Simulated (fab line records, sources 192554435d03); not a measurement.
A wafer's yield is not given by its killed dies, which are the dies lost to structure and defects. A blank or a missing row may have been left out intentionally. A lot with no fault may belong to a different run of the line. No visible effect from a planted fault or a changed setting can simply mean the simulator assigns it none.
Matching of chambers :: flow n5Finfet :: uvCure-02 running N5_BEOL_M6_CURE_75: 3 sister chambers
The step cures SiCOH lowk, time 120 s. 3 wafers are shown with their chamber, then 10 later ones without.

WAFERS WITH THEIR CHAMBER
wafer: L078.6
chamber: 2
wafer_temp_C_max: 371.5

wafer: L083.6
chamber: 1
wafer_temp_C_max: 372.3

wafer: L085.3
chamber: 0
wafer_temp_C_max: 370.7

WAFERS MISSING THEIR CHAMBER
wafer: L085.5
wafer_temp_C_max: 370.9

wafer: L093.1
wafer_temp_C_max: 371.0

wafer: L093.4
wafer_temp_C_max: 370.9

wafer: L093.5
wafer_temp_C_max: 371.0

wafer: L092.2
wafer_temp_C_max: 372.5

wafer: L092.4
wafer_temp_C_max: 371.8

wafer: L092.6
wafer_temp_C_max: 372.6

wafer: L094.1
wafer_temp_C_max: 371.0

wafer: L094.2
wafer_temp_C_max: 371.1

wafer: L094.4
wafer_temp_C_max: 371.3

WHICH CHAMBER EACH ONE RAN IN
wafer: L085.5
from the rows above: can't be placed: 0 or 2
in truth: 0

wafer: L093.1
from the rows above: can't be placed: 0 or 2
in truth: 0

wafer: L093.4
from the rows above: can't be placed: 0 or 2
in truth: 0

wafer: L093.5
from the rows above: can't be placed: 0 or 2
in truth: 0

wafer: L092.2
from the rows above: 1
in truth: 1

wafer: L092.4
from the rows above: can't be placed: 2 or 1
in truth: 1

wafer: L092.6
from the rows above: 1
in truth: 1

wafer: L094.1
from the rows above: can't be placed: 0 or 2
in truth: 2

wafer: L094.2
from the rows above: can't be placed: 2 or 0
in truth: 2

wafer: L094.4
from the rows above: can't be placed: 2 or 0
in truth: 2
Placed correctly: 2 of 10. Not placeable from these rows: 8 (in 8, the candidates include the true chamber). Wrongly placed: 0.
How it was worked out, from the rows above alone: a wafer's distance from a chamber is the root of the sum, over the readings, of the square of ((its reading less the chamber's mean) divided by the reading's scatter). If the next closest chamber is less than 2 further off than the closest, the wafer can't be placed; otherwise it belongs to the closest. Each chamber's mean is taken over the wafers shown for it. The scatter: root of mean squared gap, hidden wafer to nearest shown wafer, with one shown wafer a chamber.
